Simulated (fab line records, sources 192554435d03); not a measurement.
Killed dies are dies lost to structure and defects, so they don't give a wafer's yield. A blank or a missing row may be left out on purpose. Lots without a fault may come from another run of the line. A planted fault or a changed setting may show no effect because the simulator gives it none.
One fault seen from 3 desks | flow n5_finfet | each desk has only its own numbers; what lay behind them comes last

THE METROLOGY DESK
What the gauges read, lot by lot, whatever tool the lot ran on: means of the sampled wafers that have a number. A lot is out of limits, marked OUT, if its mean lies more than 4 standard deviations from the usual mean; the brackets give that distance.
Columns: A = cd_nm at N5_BEOL_M8_CD_MEAS_18, usual 39.9 nm; B = cd_nm at N5_BEOL_M8_CD_MEAS_28, usual 40.06 nm; C = V7_OVL at N5_BEOL_M8_OVL_MEAS_29, usual -0.3 nm
lot  | first seen here | A    | B     | C
L731 | day 9 20:22     | 40.2 | 40.10 | -0.6
L736 | day 11 06:46    | 38.8 | 40.05 | 0.6
L738 | day 11 07:50    | 39.8 | 39.98 | -0.2
L747 | day 14 04:33    | 40.0 | 40.14 | 0.2
L748 | day 14 16:02    | 39.9 | 40.32 | -0.8
L751 | day 15 08:33    | 40.3 | 39.77 | -1.1
This desk's finding: nothing out of limits on any of the 6 lots.

THE DEFECT DESK
What the inspections along the route counted, lot by lot: means of the sampled wafers that have a number. A lot is out of limits, marked OUT, if its mean lies more than 4 standard deviations from the usual mean; the brackets give that distance.
Columns: A = raw_defect_count at N5_BEOL_M8_INSPECT_13, usual 383; B = raw_defect_count at N5_BEOL_M8_INSPECT_30, usual 379
lot  | first seen here | A   | B
L731 | day 9 19:52     | 339 | 335
L736 | day 11 06:10    | 357 | 363
L738 | day 11 07:17    | 317 | 296
L747 | day 14 03:50    | 388 | 421
L748 | day 14 15:14    | 412 | 410
L751 | day 15 07:47    | 360 | 321
This desk's finding: nothing out of limits on any of the 6 lots.

THE TOOL OWNER'S DESK: litho_track-03
The tool's own readings at N5_BEOL_M8_COAT_22 (resist thk 30 nm): means of the sampled wafers that have a number, for each lot that ran on this tool. A lot is out of limits, marked OUT, if its mean lies more than 4 standard deviations from the usual mean; the brackets give that distance.
Columns: A = spin_speed_rpm at N5_BEOL_M8_COAT_22, usual 1500.1 rpm
lot  | first seen here | A
L731 | day 9 20:59     | 1499.4
L736 | day 11 06:49    | 1499.9
L738 | day 11 09:21    | 1500.3
L747 | day 14 04:43    | 1500.7
L748 | day 14 16:08    | 1414.6 (-89) OUT
L751 | day 15 08:36    | 1415.3 (-88) OUT
This desk's finding: out of limits on L748, L751; first on L748, day 14 16:08 (spin_speed_rpm at N5_BEOL_M8_COAT_22). In limits: L731, L736, L738, L747.

PUT TOGETHER
The tool owner's desk could have raised an alarm at day 14 16:08, on L748, L751.
The metrology desk saw nothing out of limits.
The defect desk saw nothing out of limits.
The metrology desk has L748, L751 on record, within its limits.
The defect desk has L748, L751 on record, within its limits.
Of the lots named, all ran N5_BEOL_M8_COAT_22 on litho_track-03.

WHAT THE SIMULATOR HAD PUT IN
Process parameter drift: litho_track-03, from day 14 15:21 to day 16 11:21, at N5_BEOL_M8_COAT_22. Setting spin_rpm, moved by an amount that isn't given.
Lots struck among those shown: L748, L751.
Hours from the fault's start to each desk's first reading out of limits: the tool owner's desk, 1.
